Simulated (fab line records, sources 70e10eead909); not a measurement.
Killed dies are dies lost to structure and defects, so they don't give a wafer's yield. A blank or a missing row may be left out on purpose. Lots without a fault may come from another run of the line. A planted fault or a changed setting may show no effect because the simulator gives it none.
fab line records | flow nand_harc
record lots=12 wafers=36 last_day=33
route steps=1302 shown A_BLC@1120 END@1302
lots that met no fault: from a run of the same line without faults
start_h: hours from the record's first day to the start of the lot's first wafer shown | wait_h: hours since the lot's step before | " the same as in the row above | L1.1+2: a row that stands for several wafers | - no value, or no start given | * or withheld: withheld | < > ~ a bound
route shown NAME@n: a module of which the file shows steps, and the number in the route of the first | usual: mean/standard deviation of fault-free wafers | same: alike in all rows | chamber/n: place in a boat | sites: the reading at each site | _std_site: their standard deviation | _edge_site: outer sites' mean less inner sites' | radius_mm: how far each site lies from the wafer's centre | mask NAME#n: copy n | behind: the tool/chamber that last shaped the wafer | hold: why the lot was held/for how many hours/how that ended | device: the transistor (n, p or np) that didn't switch | end of line: the same wafers' tests at the end of the route | a step without rows: its recipe alone | killed: dies lost to structure and defects at the first sort, not the wafer's yield | map: a wafer's dies, x killed, . not, _ none there
set.NAME: the setting as run; set.NAME@STEP: as run at that earlier step | model.NAME: the simulator's own value behind a step, which no gauge read
steps of the route over a sample of lots; a table a step, a row a wafer
services: from which hour (start_h, from the record's first day; less than 0 if before it) a tool's chamber was out of use, for how many hours, and why
## steps
# step NHARC_A_BLC_DESCUM_15
# recipe time_s=3 o2_flow_sccm=200 ar_flow_sccm=0 bias_power_w=0 chemistry=O2
# usual drypump_motor_current_A=5.5/0.47 oes_product_au=1.000/0.0058 rf_vpp_V=57.7/0.84 showerhead_plenum_p_Torr=1.88/0.033 throttle_valve_pct=11.311/0.0086
# columns lot.wafer tool chamber start_h wait_h drypump_motor_current_A oes_product_au rf_hours_counter_h rf_vpp_V showerhead_plenum_p_Torr throttle_valve_pct
L580.3 rie_diel-13 2 514.69 0.1 5.4 1.005 10 58.0 1.96 11.294
L580.4 " 0 " " 6.3 1.001 9 57.9 1.86 11.311
L580.5 " 2 " " 5.4 1.002 - 57.7 1.96 11.308
L582.4 rie_diel-06 3 541.33 0.1 6.1 0.997 4 57.8 1.87 11.306
L582.1 " 1 " " 5.6 1.006 4 57.6 1.85 11.320
L582.6 " 3 " " 6.1 0.998 - 57.9 1.87 11.315
L583.1 rie_diel-13 1 547.82 0.1 5.1 0.993 1 56.9 1.85 11.300
L583.5 " 3 " " 5.7 0.996 - 56.0 1.87 11.308
L583.6 " 0 " " 6.3 0.999 - 56.9 1.86 11.301
L590.3 rie_diel-13 0 644.05 0.1 6.3 1.004 7 58.2 1.86 11.317
L590.1 " 3 " " 5.7 0.998 7 57.2 1.86 11.300
L590.5 " 0 " " 6.3 0.993 - 57.1 1.86 11.305
L592.2 rie_diel-13 0 645.84 0.1 6.3 0.991 8 56.8 1.86 11.304
L592.1 " 2 " " 5.4 0.981 7 59.9 1.96 11.316
L592.5 " 0 " " 6.3 0.993 - 57.5 1.86 11.312
L594.1 rie_diel-06 2 653.24 0.1 5.5 0.995 13 56.7 1.89 11.309
L594.3 " 0 " " 4.8 1.002 15 58.5 1.89 11.314
L594.6 " 2 " " 5.5 0.989 - 58.3 1.89 11.308
L595.3 rie_diel-13 0 696.00 0.1 6.3 1.008 11 56.6 1.85 11.322
L595.4 " 3 " " 5.7 1.001 10 56.6 1.86 11.317
L595.5 " 1 " " 5.1 0.998 - 56.5 1.85 11.317
L597.1 rie_diel-06 3 698.05 0.1 6.1 0.998 2 57.0 1.86 11.303
L597.3 " 2 " " 5.5 1.005 2 57.9 1.89 11.320
L597.6 " 0 " " 4.8 1.000 - 57.3 1.89 11.320
L598.2 rie_diel-13 2 714.44 0.1 5.4 0.999 1 57.2 1.96 11.315
L598.1 " 1 " " 5.1 1.009 0 59.2 1.85 11.308
L598.6 " 2 " " 5.4 0.999 - 59.7 1.96 11.314
L600.2 rie_diel-06 2 720.08 0.1 5.5 1.006 3 58.4 1.89 11.314
L600.3 " 3 " " 6.1 1.012 4 57.1 1.86 11.310
L600.4 " 0 " " 4.8 1.010 4 58.0 1.89 11.307
L601.3 rie_diel-13 1 732.53 0.1 5.1 0.995 3 57.0 1.84 11.309
L601.1 " 3 " " 5.8 1.002 2 57.4 1.86 11.324
L601.2 " 0 " " 6.3 1.007 2 57.7 1.85 11.334
L602.1 rie_diel-13 1 751.61 0.1 5.1 0.998 4 56.8 1.84 11.309
L602.5 " 1 " " 5.1 0.988 - 56.8 1.84 11.311
L602.6 " 2 " " 5.4 0.998 - 58.1 1.96 11.330
# step NHARC_A_BLC_ETCH_17
# recipe target_depth_a=3900 over_etch_frac=0.25 time_s=609.38 ion_energy_ev=200 n2_flow_sccm=150 h2_flow_sccm=150 ar_flow_sccm=0 rf_w=400 bias_w=150 chemistry=N2/H2
# usual drypump_motor_current_A=5.6/0.47 oes_product_au=1.000/0.0079 rf_vpp_V=429.5/1.3 run_length_s=630.5/0.44 showerhead_plenum_p_Torr=2.00/0.04 throttle_valve_pct=14.172/0.0096
# columns lot.wafer tool chamber start_h wait_h drypump_motor_current_A oes_product_au rf_hours_counter_h rf_vpp_V run_length_s showerhead_plenum_p_Torr throttle_valve_pct
L580.3 rie_diel-13 0 514.86 - 6.4 0.999 9 429.3 630.8 1.98 14.156
L580.4 " 2 " " 5.4 0.998 10 431.3 631.0 2.09 14.171
L580.5 " 0 " " 6.3 0.989 - 429.6 630.6 1.98 14.179
L582.4 rie_diel-06 2 541.54 - 5.5 0.992 1 429.7 630.9 2.02 14.173
L582.1 " 0 " " 4.8 1.007 4 431.0 630.0 2.02 14.179
L582.6 " 2 " " 5.5 0.991 - 430.3 630.9 2.02 14.173
L583.1 rie_diel-13 1 548.11 - 5.1 1.001 1 427.5 630.7 1.97 14.165
L583.5 " 2 " " 5.4 1.004 - 432.5 630.3 2.09 14.169
L583.6 " 3 " " 5.7 0.997 - 427.9 630.6 1.99 14.149
L590.1 rie_diel-13 1 644.27 - 5.1 0.996 6 428.8 588.7 1.97 14.169
L590.3 " 3 " " 5.7 0.982 7 428.1 589.5 1.99 14.171
L590.5 " 0 " " 6.3 0.993 - 428.5 589.8 1.98 14.160
L592.2 rie_diel-13 0 646.01 - 6.3 1.015 8 428.0 589.3 1.98 14.166
L592.1 " 1 " " 5.1 1.008 7 428.4 588.8 1.97 14.167
L592.5 " 1 " " 5.1 1.004 - 428.8 589.2 1.97 14.171
L594.1 rie_diel-06 3 653.42 - 6.1 0.994 15 429.6 629.8 1.99 14.162
L594.3 " 2 " " 5.5 0.997 13 429.9 631.0 2.01 14.177
L594.6 " 0 " " 4.8 0.987 - 430.1 629.7 2.01 14.183
L595.4 rie_diel-02 0 696.26 - 5.1 0.997 37 428.3 630.1 1.93 14.175
L595.3 " 1 " " 5.7 1.005 35 434.3 630.6 2.18 14.177
L595.5 " 0 " " 5.1 0.999 - 427.7 629.7 1.93 14.161
L597.3 rie_diel-06 1 698.23 - 5.6 0.985 2 428.8 630.4 1.97 14.164
L597.1 " 2 " " 5.5 1.000 2 431.1 630.8 2.01 14.172
L597.6 " 1 " " 5.6 1.000 - 429.1 630.4 1.97 14.187
L598.2 rie_diel-13 0 714.62 - 6.3 1.004 1 428.5 631.1 1.97 14.175
L598.1 " 1 " " 5.1 1.000 1 428.2 630.6 1.97 14.159
L598.6 " 1 " " 5.1 1.002 - 430.0 631.0 1.96 14.185
L600.2 rie_diel-06 3 720.25 - 6.1 1.008 4 428.4 629.9 1.99 14.182
L600.3 " 0 " " 4.8 0.993 4 430.1 629.9 2.01 14.189
L600.4 " 1 " " 5.6 0.994 4 428.8 630.0 1.97 14.166
L601.1 rie_diel-13 3 732.71 - 5.8 0.995 2 429.0 630.7 1.98 14.180
L601.2 " 0 " " 6.3 1.000 2 427.3 631.2 1.97 14.161
L601.3 " 1 " " 5.1 0.991 3 430.2 630.7 1.96 14.191
L602.1 rie_diel-13 2 751.87 - 5.4 0.991 3 431.0 630.8 2.09 14.174
L602.5 " 1 " " 5.0 0.992 - 428.8 630.5 1.96 14.170
L602.6 " 2 " " 5.4 0.998 - 430.7 630.4 2.09 14.146
# step NHARC_A_BLC_ETCH_18
# recipe target_depth_a=9100 c4f8_flow_sccm=20 o2_flow_sccm=10 ar_flow_sccm=withheld rf_w=600 bias_w=1500 chemistry=C4F8/O2/Ar
# usual oes_product_au=0.947/0.021 rf_vpp_V=975.6/2.6
# columns lot.wafer tool chamber start_h wait_h oes_product_au rf_hours_counter_h rf_vpp_V
L580.3 rie_diel-13 0 - - 0.923 9 974.4
L580.4 " 2 " " 0.937 10 981.2
L580.5 " 0 " " 0.930 - 973.6
L582.1 rie_diel-06 3 - - 0.953 4 974.6
L582.4 " 0 " " 0.979 4 975.6
L582.6 " 2 " " 0.954 - 977.1
L583.1 rie_diel-13 1 - - 0.986 1 972.3
L583.5 " 1 " " 0.984 - 973.7
L583.6 " 2 " " 0.982 - 981.7
L590.1 rie_diel-13 3 - - 0.923 8 975.1
L590.3 " 2 " " 0.913 7 979.1
L590.5 " 0 " " 0.928 - 974.1
L592.2 rie_diel-13 1 - - 0.919 7 971.5
L592.1 " 3 " " 0.919 8 975.6
L592.5 " 1 " " 0.921 - 973.2
L594.1 rie_diel-06 3 - - 0.919 16 975.2
L594.3 " 0 " " 0.935 15 976.4
L594.6 " 1 " " 0.931 - 974.6
L595.3 rie_diel-02 2 - - 0.931 34 977.7
L595.4 " 0 " " 0.921 37 971.8
L595.5 " 3 " " 0.928 - 967.3
L597.3 rie_diel-06 0 - - 0.958 2 976.6
L597.1 " 1 " " 0.967 2 972.2
L597.6 " 3 " " 0.958 - 975.1
L598.2 rie_diel-13 2 - - 0.968 1 981.7
L598.1 " 1 " " 0.978 1 973.7
L598.6 " 2 " " 0.975 - 979.8
L600.2 rie_diel-06 2 - - 0.921 4 977.0
L600.3 " 3 " " 0.929 4 975.0
L600.4 " 0 " " 0.921 4 975.9
L601.2 rie_diel-13 1 - - 0.930 3 972.9
L601.3 " 3 " " 0.923 2 975.4
L601.1 " 0 " " 0.927 3 975.8
L602.1 rie_diel-13 3 - - 0.968 4 973.9
L602.5 " 0 " " 0.951 - 974.3
L602.6 " 1 " " 0.938 - 973.3
# step NHARC_A_BLC_CD_MEAS_19
# usual cd_nm=99.9/1.5
# columns lot.wafer tool chamber start_h wait_h cd_nm
L580.3 cd_sem-03 - 515.65 - 98.7
L580.4 " - " " 97.3
L580.5 " - " " 98.5
L582.1 cd_sem-01 - 542.29 - 99.9
L582.4 " - " " 99.0
L582.6 " - " " 98.9
L583.1 cd_sem-03 - 548.77 - 99.1
L583.5 " - " " 98.2
L583.6 " - " " 100.2
L590.1 cd_sem-01 - 645.02 - 100.0
L590.3 " - " " 100.5
L590.5 " - " " 100.5
L592.1 cd_sem-01 - 646.80 - 99.7
L592.2 " - " " 100.9
L592.5 " - " " 99.8
L594.1 cd_sem-01 - 654.21 - 99.2
L594.3 " - " " 99.5
L594.6 " - " " 100.9
L595.3 cd_sem-03 - 697.01 - 99.3
L595.4 " - " " 99.5
L595.5 " - " " 95.5
L597.1 cd_sem-03 - 699.01 - 100.1
L597.3 " - " " 97.9
L597.6 " - " " 100.9
L598.1 cd_sem-02 - 715.40 - 98.4
L598.2 " - " " 101.9
L598.6 " - " " 100.7
L600.2 cd_sem-03 - 721.05 - 100.0
L600.3 " - " " 101.4
L600.4 " - " " 101.9
L601.1 cd_sem-02 - 733.50 - 102.3
L601.2 " - " " 102.9
L601.3 " - " " 100.6
L602.1 cd_sem-01 - 752.62 - 97.5
L602.5 " - " " 98.8
L602.6 " - " " 98.5
# step NHARC_END_SORT_01
# recipe temp_c=25
# usual killed_at_array=53/18 killed_at_other=0.9/1.3 killed_at_periphery=4/3.1 killed_dies=58/18 killed_open=3.4/2 killed_short=2.5/1.8
# same gross_dies=677
# columns lot.wafer tool chamber start_h wait_h killed_at_array killed_at_other killed_at_periphery killed_dies killed_open killed_short
L595.3 prober-01 0 739.03 3.1 73 1 6 80 5 4
L595.4 prober-01 0 739.82 3.4 58 1 5 64 7 0
L595.5 prober-01 0 740.62 3.7 89 0 0 89 5 6
L598.1 prober-01 0 761.83 2.5 71 0 12 83 4 3
L598.2 prober-01 0 762.65 2.9 66 0 8 74 3 3
L598.6 prober-01 0 765.90 4.1 62 1 6 69 3 2
# killed by level:class
L595.3 A_CHANNEL_HOLE_D1:chamber_film_flake=34 A_CHANNEL_HOLE_D2:chamber_film_flake=19 A_SLIT:chamber_film_flake=4 A_CONTACT:chamber_film_flake=4 A_STAIRCASE:chamber_film_flake=3 P_GATE:chamber_film_flake=2 P_CONTACT:chamber_film_flake=2 P_M0:geometric_particle:open=1
L595.4 A_CHANNEL_HOLE_D1:chamber_film_flake=21 A_CHANNEL_HOLE_D2:chamber_film_flake=19 A_STAIRCASE:chamber_film_flake=6 A_SLIT:chamber_film_flake=4 P_M0:geometric_particle:open=2 A_WL_FILL:geometric_particle:open=2 A_WL_FILL:chamber_film_flake=2 A_CHANNEL_HOLE_D1:geometric_particle:open=1
L595.5 A_CHANNEL_HOLE_D1:chamber_film_flake=36 A_CHANNEL_HOLE_D2:chamber_film_flake=25 A_CONTACT:chamber_film_flake=5 A_STAIRCASE:chamber_film_flake=4 A_SLIT:chamber_film_flake=4 A_DECK1_JOINT:geometric_particle:short=2 A_M0:geometric_particle:open=2 A_M0:geometric_particle:short=2
L598.1 A_SLIT:chamber_film_flake=34 A_CHANNEL_HOLE_D1:chamber_film_flake=21 A_STAIRCASE:chamber_film_flake=7 P_ZERO_WELL:chamber_film_flake=3 P_M1:chamber_film_flake=3 A_CONTACT:chamber_film_flake=3 A_M0:geometric_particle:open=2 P_GATE:chamber_film_flake=2
L598.2 A_CHANNEL_HOLE_D1:chamber_film_flake=33 A_SLIT:chamber_film_flake=22 P_GATE:geometric_particle:open=2 A_ONON_D2:geometric_particle:short=2 P_ZERO_WELL:chamber_film_flake=2 P_GATE:chamber_film_flake=2 A_CHANNEL_FILL_D1:chamber_film_flake=2 A_STAIRCASE:chamber_film_flake=2
L598.6 A_SLIT:chamber_film_flake=31 A_CHANNEL_HOLE_D1:chamber_film_flake=17 P_GATE:chamber_film_flake=3 A_CHANNEL_HOLE_D2:chamber_film_flake=3 A_STAIRCASE:chamber_film_flake=3 A_DECK1_JOINT:chamber_film_flake=2 P_M0:geometric_particle:open=1 A_CHANNEL_FILL_D1:geometric_particle:open=1
## services
# columns tool chamber start_h hours kind
rie_diel-13 0 498.11 - clean
rie_diel-13 1 498.11 - clean
rie_diel-13 2 498.11 - clean
rie_diel-13 3 498.11 - clean
rie_diel-13 3 500.81 2.5 repair
rie_diel-13 0 502.74 1.3 repair
rie_diel-13 - 519.00 9.0 pm
rie_diel-13 0 519.00 9.0 vent_cycle
rie_diel-13 1 519.00 9.0 vent_cycle
rie_diel-13 2 519.00 9.0 vent_cycle
rie_diel-13 3 519.00 9.0 vent_cycle
rie_diel-13 0 528.00 - clean
rie_diel-13 1 528.00 - clean
rie_diel-13 2 528.00 - clean
rie_diel-13 3 528.00 - clean
rie_diel-13 0 552.50 - clean
rie_diel-02 - 571.95 9.0 pm
rie_diel-13 1 603.92 5.6 repair
rie_diel-02 2 614.89 11.9 repair
rie_diel-02 2 655.41 1.4 repair
rie_diel-06 - 661.59 9.0 pm
rie_diel-02 1 734.31 6.2 repair
rie_diel-13 2 743.59 5.4 repair
rie_diel-02 - 748.99 9.0 pm
## key
first_sign step=NHARC_A_BLC_ETCH_17 reading=run_length_s direction=down sigmas=93 usual=* struck=*
effect none on later readings
met_at NHARC_A_BLC_ETCH_17
struck_lots L590,L592
tester_left_out L590,L592
not_acting_at NHARC_A_BLC_DESCUM_15,NHARC_A_BLC_ETCH_18,NHARC_A_BLC_CD_MEAS_19
onset_between 548.11 644.27
fault kind=process_parameter_drift tool=rie_diel-13 chamber=- onset_h=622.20 steps=NHARC_A_BLC_ETCH_17 channel=time_s offset=* shape=step end_h=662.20 acts_in=* stated=*
# tester_left_out: of these lots the tester's yield and bins aren't shown, on N5 and GAA mostly nor the transistor test; their killed dies are dies lost to structure and defects alone, not to doping, threshold or leakage, so they don't give the yield
